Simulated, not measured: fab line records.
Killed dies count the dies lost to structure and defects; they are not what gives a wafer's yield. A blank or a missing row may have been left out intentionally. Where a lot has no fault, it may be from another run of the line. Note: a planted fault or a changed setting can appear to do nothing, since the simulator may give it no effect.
fab line records + flow nandHarc
record:
- lots: 15
- wafers: 45
- lastDay: 34
route steps=1302 shown A_BONDPAD@1216 THIN_TSV@1259
lots untouched by any fault: they come from a run of this same line in which no faults occurred
startH: hours from the record's first day to the start of the lot's first wafer shown + waitH: hours from the lot's prior step to this one + " unchanged from the row above + L1.1+2: a row that stands for several wafers + - no value, or no start given + * or withheld: withheld + < > ~ a bound
route shown NAME@n: a module of which the file shows steps, and the number in the route of the first + usual: average and standard deviation across the fault-free wafers + same: alike in all rows + chamber/n: place in a boat + sites: readings site by site + _std_site: how widely they spread, as a standard deviation + _edge_site: inner sites' mean taken away from outer sites' mean + radiusMm: for every site, how far away it sits from the centre of the wafer + mask NAME#n: copy n + behind: tool/chamber where the wafer was last shaped + hold: reason for holding the lot/hours on hold/outcome of the hold + device: whichever transistor did not switch (one of n, p or np) + end of line: tests of these same wafers at the route's end + where a step has no rows: the recipe by itself + killed: dies that structure and defects cost at the first sort, which is not the same as the wafer's yield + map: the dies of a wafer, with x for killed, . for not killed, _ for no die there
set.NAME: the setting that was run; set.NAME@STEP: the one run at that earlier step + model.NAME: the simulator's own value behind a step, which no gauge read
the route's steps for a sample of lots (tables are steps, rows are wafers)
services: when a tool's chamber went out of use (startH, in hours from the record's first day, below 0 if earlier), for how many hours, and the reason
== steps ==
step: NHARC_A_BONDPAD_OVL_MEAS_35
usual:
- overlayXNm: 1/7.1
- overlayYNm: 0/4.3
| lot.wafer | tool       | chamber | startH | waitH | overlayXNm | overlayYNm |
|-----------|------------|---------|--------|-------|------------|------------|
| L115.1    | overlay-01 | -       | 550.75 | -     | 5          | 0          |
| L115.2    | "          | -       | "      | "     | 5          | 1          |
| L115.6    | "          | -       | "      | "     | 5          | 1          |
| L117.1    | overlay-01 | -       | 564.27 | -     | 9          | 4          |
| L117.3    | "          | -       | "      | "     | 10         | 4          |
| L117.6    | "          | -       | "      | "     | 9          | 4          |
| L118.4    | overlay-01 | -       | 580.62 | -     | 1          | 10         |
| L118.5    | "          | -       | "      | "     | 0          | 10         |
| L118.6    | "          | -       | "      | "     | 1          | 10         |
| L119.1    | overlay-01 | -       | 603.16 | -     | 3          | -1         |
| L119.2    | "          | -       | "      | "     | 3          | -1         |
| L119.5    | "          | -       | "      | "     | 3          | -1         |
| L120.1    | overlay-02 | -       | 617.62 | -     | 5          | -5         |
| L120.4    | "          | -       | "      | "     | 5          | -5         |
| L120.5    | "          | -       | "      | "     | 5          | -5         |
| L121.3    | overlay-01 | -       | 619.61 | -     | -1         | 0          |
| L121.5    | "          | -       | "      | "     | -1         | 0          |
| L121.6    | "          | -       | "      | "     | 0          | 0          |
| L123.2    | overlay-01 | -       | 650.66 | -     | -3         | 7          |
| L123.3    | "          | -       | "      | "     | -4         | 7          |
| L123.4    | "          | -       | "      | "     | -4         | 7          |
| L122.1    | overlay-02 | -       | 654.95 | -     | -1         | -4         |
| L122.3    | "          | -       | "      | "     | -2         | -4         |
| L122.6    | "          | -       | "      | "     | -1         | -4         |
| L126.1    | overlay-02 | -       | 657.50 | -     | 4          | 0          |
| L126.5    | "          | -       | "      | "     | 4          | 0          |
| L126.6    | "          | -       | "      | "     | 4          | 0          |
| L125.1    | overlay-02 | -       | 663.59 | -     | 4          | -1         |
| L125.2    | "          | -       | "      | "     | 4          | -1         |
| L125.6    | "          | -       | "      | "     | 4          | -1         |
| L127.2    | overlay-02 | -       | 669.89 | -     | 14         | 0          |
| L127.3    | "          | -       | "      | "     | 14         | -1         |
| L127.6    | "          | -       | "      | "     | 14         | -1         |
| L129.2    | overlay-01 | -       | 670.82 | -     | 5          | 0          |
| L129.3    | "          | -       | "      | "     | 4          | 1          |
| L129.5    | "          | -       | "      | "     | 5          | 0          |
| L135.3    | overlay-01 | -       | 734.81 | -     | 16         | 4          |
| L135.4    | "          | -       | "      | "     | 17         | 4          |
| L135.6    | "          | -       | "      | "     | 17         | 4          |
| L134.1    | overlay-02 | -       | 738.52 | -     | -14        | -8         |
| L134.2    | "          | -       | "      | "     | -15        | -8         |
| L134.3    | "          | -       | "      | "     | -14        | -7         |
| L136.2    | overlay-01 | -       | 779.72 | -     | 4          | 5          |
| L136.3    | "          | -       | "      | "     | 4          | 4          |
| L136.4    | "          | -       | "      | "     | 4          | 5          |
step: NHARC_A_BONDPAD_PRE_CLEAN_26
recipe:
- timeS: 30
- tempC: 280
- gas: H2/He
usual:
- heaterPowerW: 408/39
| lot.wafer | tool          | chamber | startH | waitH | heaterPowerW |
|-----------|---------------|---------|--------|-------|--------------|
| L115.1    | pvdSputter-01 | -       | -      | -     | 422          |
| L115.2    | "             | -       | "      | "     | 403          |
| L115.6    | "             | -       | "      | "     | 351          |
| L117.3    | pvdSputter-03 | -       | -      | -     | 402          |
| L117.1    | "             | -       | "      | "     | 441          |
| L117.6    | "             | -       | "      | "     | 479          |
| L118.4    | pvdSputter-02 | -       | -      | -     | 340          |
| L118.5    | "             | -       | "      | "     | 356          |
| L118.6    | "             | -       | "      | "     | 409          |
| L119.1    | pvdSputter-01 | -       | -      | -     | 415          |
| L119.2    | "             | -       | "      | "     | 420          |
| L119.5    | "             | -       | "      | "     | 410          |
| L120.4    | pvdSputter-01 | -       | -      | -     | 419          |
| L120.1    | "             | -       | "      | "     | 357          |
| L120.5    | "             | -       | "      | "     | 407          |
| L121.3    | pvdSputter-03 | -       | -      | -     | 403          |
| L121.6    | "             | -       | "      | "     | 411          |
| L121.5    | "             | -       | "      | "     | 400          |
| L123.3    | pvdSputter-01 | -       | -      | -     | 356          |
| L123.4    | "             | -       | "      | "     | 439          |
| L123.2    | "             | -       | "      | "     | 413          |
| L122.1    | pvdSputter-01 | -       | -      | -     | 354          |
| L122.3    | "             | -       | "      | "     | 419          |
| L122.6    | "             | -       | "      | "     | 431          |
| L126.1    | pvdSputter-03 | -       | -      | -     | 487          |
| L126.6    | "             | -       | "      | "     | 500          |
| L126.5    | "             | -       | "      | "     | 435          |
| L125.2    | pvdSputter-01 | -       | -      | -     | 436          |
| L125.1    | "             | -       | "      | "     | 354          |
| L125.6    | "             | -       | "      | "     | 433          |
| L127.2    | pvdSputter-01 | -       | -      | -     | 421          |
| L127.3    | "             | -       | "      | "     | 422          |
| L127.6    | "             | -       | "      | "     | 364          |
| L129.3    | pvdSputter-03 | -       | -      | -     | 408          |
| L129.2    | "             | -       | "      | "     | 393          |
| L129.5    | "             | -       | "      | "     | 484          |
| L135.4    | pvdSputter-01 | -       | 735.96 | -     | 434          |
| L135.3    | "             | -       | "      | "     | 411          |
| L135.6    | "             | -       | "      | "     | 415          |
| L134.3    | pvdSputter-01 | -       | -      | -     | 354          |
| L134.2    | "             | -       | "      | "     | 426          |
| L134.1    | "             | -       | "      | "     | 412          |
| L136.3    | pvdSputter-01 | -       | -      | -     | 439          |
| L136.2    | "             | -       | "      | "     | 433          |
| L136.4    | "             | -       | "      | "     | 344          |
step: NHARC_THIN_TSV_CD_MEAS_12
recipe:
- targetCdNm: 1000
- landingEnergyEv: 500
usual:
- cdNm: 999.5/1.7
| lot.wafer | tool     | chamber | startH | waitH | cdNm   |
|-----------|----------|---------|--------|-------|--------|
| L115.1    | cdSem-01 | 0       | 567.17 | -     | 999.6  |
| L115.2    | "        | 0       | "      | "     | 996.9  |
| L115.6    | "        | 0       | "      | "     | 998.7  |
| L117.1    | cdSem-01 | 0       | 579.08 | -     | 999.1  |
| L117.3    | "        | 0       | "      | "     | 1000.3 |
| L117.6    | "        | 0       | "      | "     | 999.4  |
| L118.4    | cdSem-03 | 0       | 604.85 | -     | 1000.7 |
| L118.5    | "        | 0       | "      | "     | 1001.7 |
| L118.6    | "        | 0       | "      | "     | 1001.8 |
| L119.1    | cdSem-02 | 0       | 618.03 | -     | 1000.8 |
| L119.2    | "        | 0       | "      | "     | 999.2  |
| L119.5    | "        | 0       | "      | "     | 997.5  |
| L120.1    | cdSem-01 | 0       | 632.60 | -     | 996.5  |
| L120.4    | "        | 0       | "      | "     | 999.2  |
| L120.5    | "        | 0       | "      | "     | 997.7  |
| L121.3    | cdSem-01 | 0       | 633.85 | -     | 999.1  |
| L121.5    | "        | 0       | "      | "     | 997.0  |
| L121.6    | "        | 0       | "      | "     | 999.1  |
| L123.2    | cdSem-03 | 0       | 663.64 | -     | 999.8  |
| L123.3    | "        | 0       | "      | "     | 1000.4 |
| L123.4    | "        | 0       | "      | "     | 999.0  |
| L122.1    | cdSem-01 | 0       | 669.88 | -     | 1001.6 |
| L122.3    | "        | 0       | "      | "     | 1001.1 |
| L122.6    | "        | 0       | "      | "     | 999.5  |
| L126.1    | cdSem-02 | 0       | 671.10 | -     | 998.3  |
| L126.5    | "        | 0       | "      | "     | 999.4  |
| L126.6    | "        | 0       | "      | "     | 1001.0 |
| L125.1    | cdSem-03 | 0       | 678.55 | -     | 998.2  |
| L125.2    | "        | 0       | "      | "     | 999.5  |
| L125.6    | "        | 0       | "      | "     | 1001.1 |
| L127.2    | cdSem-03 | 0       | 686.20 | -     | 998.0  |
| L127.3    | "        | 0       | "      | "     | 997.5  |
| L127.6    | "        | 0       | "      | "     | 997.7  |
| L129.2    | cdSem-03 | 0       | 687.52 | -     | 999.3  |
| L129.3    | "        | 0       | "      | "     | 999.1  |
| L129.5    | "        | 0       | "      | "     | 1000.0 |
| L135.3    | cdSem-02 | 0       | 756.88 | -     | 997.4  |
| L135.4    | "        | 0       | "      | "     | 1000.4 |
| L135.6    | "        | 0       | "      | "     | 1000.8 |
| L134.1    | cdSem-01 | 0       | 758.05 | -     | 997.5  |
| L134.2    | "        | 0       | "      | "     | 997.7  |
| L134.3    | "        | 0       | "      | "     | 996.8  |
| L136.2    | cdSem-03 | 0       | 794.65 | -     | 1001.1 |
| L136.3    | "        | 0       | "      | "     | 999.7  |
| L136.4    | "        | 0       | "      | "     | 999.3  |
step: NHARC_THIN_TSV_ETCH_59
recipe:
- targetDepthA: 8800
- icpW: 900
- biasW: 100
- Cl2_flow_sccm: 60
- bcl3FlowSccm: 30
- timeS: 138.1
- chemistry: Cl2/BCl3
usual:
- bcl3FlowSccm: 30.00/0.085
- biasW: 100.0/0.31
- chamberPressureMTorr: 10.000/0.0094
- drypumpMotorCurrentA: 5.78/0.13
- oesProductAu: 1.000/0.012
- throttleValvePct: 22.264/0.0087
| lot.wafer | tool        | chamber | startH | waitH | bcl3FlowSccm | biasW | chamberPressureMTorr | drypumpMotorCurrentA | oesProductAu | rfHoursCounterH | throttleValvePct |
|-----------|-------------|---------|--------|-------|--------------|-------|----------------------|----------------------|--------------|-----------------|------------------|
| L115.1    | rieMetal-01 | 1       | 573.36 | 0.1   | 29.83        | 99.7  | 10.018               | 5.96                 | 1.001        | 2.6             | 22.271           |
| L115.2    | "           | 1       | "      | "     | 29.85        | 100.0 | 10.003               | 5.95                 | 1.005        | -               | 22.254           |
| L115.6    | "           | 1       | "      | "     | 29.87        | 99.7  | 10.013               | 5.95                 | 0.996        | -               | 22.260           |
| L117.1    | rieMetal-01 | 0       | 585.28 | 0.1   | 29.98        | 100.5 | 9.994                | 5.89                 | 0.995        | 0.0             | 22.259           |
| L117.3    | "           | 0       | "      | "     | 29.91        | 99.7  | 10.003               | 5.90                 | 1.000        | -               | 22.259           |
| L117.6    | "           | 1       | "      | "     | 29.99        | 99.7  | 9.988                | 5.95                 | 1.001        | -               | 22.258           |
| L118.4    | rieMetal-03 | 0       | 611.17 | 0.2   | 30.11        | 99.9  | 10.004               | 5.60                 | 0.980        | -               | 22.259           |
| L118.6    | "           | 0       | "      | "     | 30.02        | 99.6  | 9.996                | 5.61                 | 0.988        | -               | 22.265           |
| L118.5    | "           | 1       | "      | "     | 29.95        | 100.2 | 10.008               | 5.63                 | 0.993        | -               | 22.263           |
| L119.2    | rieMetal-02 | 1       | 624.23 | 0.1   | 29.92        | 99.5  | 10.020               | 5.83                 | 0.998        | 2.8             | 22.268           |
| L119.1    | "           | 0       | "      | "     | 29.95        | 100.6 | 9.987                | 5.71                 | 1.020        | 2.8             | 22.257           |
| L119.5    | "           | 1       | "      | "     | 29.91        | 99.8  | 10.017               | 5.82                 | 1.007        | -               | 22.270           |
| L120.1    | rieMetal-01 | 0       | 638.67 | 0.1   | 29.95        | 99.5  | 9.996                | 5.91                 | 0.983        | 0.8             | 22.254           |
| L120.4    | "           | 0       | "      | "     | 29.94        | 99.9  | 10.012               | 5.90                 | 0.983        | -               | 22.255           |
| L120.5    | "           | 0       | "      | "     | 29.94        | 100.0 | 9.998                | 5.89                 | 0.991        | -               | 22.243           |
| L121.3    | rieMetal-02 | 0       | 640.13 | 0.2   | 30.07        | 100.2 | 9.986                | 5.70                 | 1.002        | -               | 22.283           |
| L121.6    | "           | 0       | "      | "     | 29.96        | 99.7  | 9.989                | 5.69                 | 1.001        | -               | 22.257           |
| L121.5    | "           | 1       | "      | "     | 29.94        | 100.1 | 9.998                | 5.82                 | 1.017        | -               | 22.264           |
| L123.2    | rieMetal-03 | 1       | 669.81 | 0.1   | 30.03        | 99.8  | 9.986                | 5.67                 | 0.992        | 2.4             | 22.256           |
| L123.4    | "           | 1       | "      | "     | 30.02        | 99.6  | 10.005               | 5.65                 | 0.995        | -               | 22.256           |
| L123.3    | "           | 0       | "      | "     | 30.15        | 100.3 | 10.004               | 5.57                 | 0.977        | -               | 22.273           |
| L122.1    | rieMetal-02 | 0       | 676.51 | 0.1   | 29.93        | 100.2 | 9.997                | 5.71                 | 1.013        | 0.7             | 22.270           |
| L122.3    | "           | 1       | "      | "     | 30.13        | 100.1 | 9.996                | 5.82                 | 1.018        | -               | 22.270           |
| L122.6    | "           | 0       | "      | "     | 29.93        | 99.9  | 9.992                | 5.71                 | 1.019        | -               | 22.273           |
| L126.1    | rieMetal-03 | 1       | 677.29 | 0.1   | 30.08        | 99.9  | 9.986                | 5.63                 | 0.976        | 2.7             | 22.259           |
| L126.5    | "           | 1       | "      | "     | 29.83        | 99.8  | 9.989                | 5.61                 | 0.987        | -               | 22.272           |
| L126.6    | "           | 0       | "      | "     | 30.03        | 99.9  | 9.993                | 5.60                 | 0.974        | -               | 22.255           |
| L125.2    | rieMetal-01 | 1       | 684.80 | 0.1   | -            | -     | -                    | -                    | -            | -               | -                |
| L125.1    | "           | 0       | "      | "     | -            | -     | -                    | -                    | -            | -               | -                |
| L125.6    | "           | 0       | "      | "     | -            | -     | -                    | -                    | -            | -               | -                |
| L127.2    | rieMetal-01 | 0       | 692.30 | 0.1   | -            | -     | -                    | -                    | -            | -               | -                |
| L127.3    | "           | 0       | "      | "     | -            | -     | -                    | -                    | -            | -               | -                |
| L127.6    | "           | 1       | "      | "     | -            | -     | -                    | -                    | -            | -               | -                |
| L129.2    | rieMetal-02 | 0       | 693.57 | 0.1   | -            | -     | -                    | -                    | -            | -               | -                |
| L129.3    | "           | 1       | "      | "     | -            | -     | -                    | -                    | -            | -               | -                |
| L129.5    | "           | 1       | "      | "     | -            | -     | -                    | -                    | -            | -               | -                |
| L135.4    | rieMetal-01 | 1       | 763.24 | 0.1   | 30.13        | 100.4 | 9.998                | 5.94                 | 0.987        | -               | 22.280           |
| L135.3    | "           | 0       | "      | "     | 29.95        | 99.7  | 10.002               | 5.90                 | 0.997        | -               | 22.261           |
| L135.6    | "           | 1       | "      | "     | 30.06        | 100.2 | 10.006               | 5.94                 | 0.991        | -               | 22.263           |
| L134.2    | rieMetal-03 | 1       | 764.27 | 0.1   | 30.05        | 100.0 | 9.981                | 5.65                 | 1.010        | 1.2             | 22.266           |
| L134.1    | "           | 0       | "      | "     | 30.17        | 100.4 | 10.010               | 5.58                 | 0.991        | 1.2             | 22.259           |
| L134.3    | "           | 0       | "      | "     | 30.20        | 100.3 | 10.006               | 5.58                 | 0.993        | -               | 22.259           |
| L136.2    | rieMetal-01 | 0       | 801.02 | 0.1   | 30.08        | 100.1 | 10.001               | 5.89                 | 0.984        | 0.4             | 22.266           |
| L136.4    | "           | 1       | "      | "     | 29.92        | 99.4  | 9.997                | 5.97                 | 0.988        | -               | 22.267           |
| L136.3    | "           | 0       | "      | "     | 30.12        | 99.6  | 10.004               | 5.89                 | 1.000        | -               | 22.253           |
== services ==
| tool          | chamber | startH | hours | kind      |
|---------------|---------|--------|-------|-----------|
| pvdSputter-02 | -       | 556.57 | 2.6   | repair    |
| rieMetal-01   | 0       | 559.24 | 16.4  | repair    |
| pvdSputter-01 | -       | 567.04 | 4.9   | repair    |
| rieMetal-01   | -       | 575.00 | 9.0   | pm        |
| rieMetal-01   | 1       | 575.00 | 9.0   | ventCycle |
| pvdSputter-01 | -       | 582.00 | 10.0  | pm        |
| rieMetal-01   | 0       | 584.00 | -     | clean     |
| rieMetal-01   | 1       | 584.00 | -     | clean     |
| pvdSputter-01 | -       | 596.46 | 0.9   | repair    |
| pvdSputter-01 | -       | 598.68 | 0.8   | repair    |
| rieMetal-02   | -       | 631.00 | 9.0   | pm        |
| pvdSputter-02 | -       | 637.99 | 2.9   | repair    |
| rieMetal-01   | -       | 645.56 | 0.4   | repair    |
| pvdSputter-02 | -       | 677.78 | 10.0  | pm        |
| pvdSputter-01 | -       | 678.72 | 19.7  | repair    |
| rieMetal-03   | -       | 696.00 | 9.0   | pm        |
| pvdSputter-03 | -       | 704.05 | 10.0  | pm        |
| pvdSputter-02 | -       | 712.75 | 22.6  | repair    |
| pvdSputter-03 | -       | 730.00 | 1.3   | repair    |
| rieMetal-01   | -       | 752.00 | 9.0   | pm        |
| rieMetal-01   | 0       | 752.00 | 9.0   | ventCycle |
| rieMetal-01   | 1       | 752.00 | 9.0   | ventCycle |
| pvdSputter-01 | -       | 760.00 | 10.0  | pm        |
| pvdSputter-03 | -       | 788.18 | 5.7   | repair    |
== key ==
firstSign:
- step: NHARC_THIN_TSV_ETCH_59
- reading: toolRecord
- direction: missing
effect none on later readings
metAt NHARC_THIN_TSV_ETCH_59
struckLots L125,L127,L129
laterRowsLeftOut L125.1,L125.2,L125.6,L127.2,L127.3,L127.6,L129.2,L129.3,L129.5
sortLeftOut L125.1,L125.2,L125.6,L127.2,L127.3,L127.6,L129.2,L129.3,L129.5
notActingAt NHARC_A_BONDPAD_OVL_MEAS_35,NHARC_A_BONDPAD_PRE_CLEAN_26,NHARC_THIN_TSV_CD_MEAS_12
onsetBetween 676.51 684.80
fault:
- kind: skippedStepWhole
- tool: rieMetal-01,rieMetal-02
- chamber: -
- onsetH: 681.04
- steps: NHARC_THIN_TSV_ETCH_59
- scope: struckLotsOnly
sortLeftOut: the simulated sort isn't trusted on such a fault, so these wafers' sort isn't shown, and their yield isn't known
laterRowsLeftOut: the simulator's readings of these wafers behind a module that went badly wrong aren't trusted and aren't shown, but for the sort
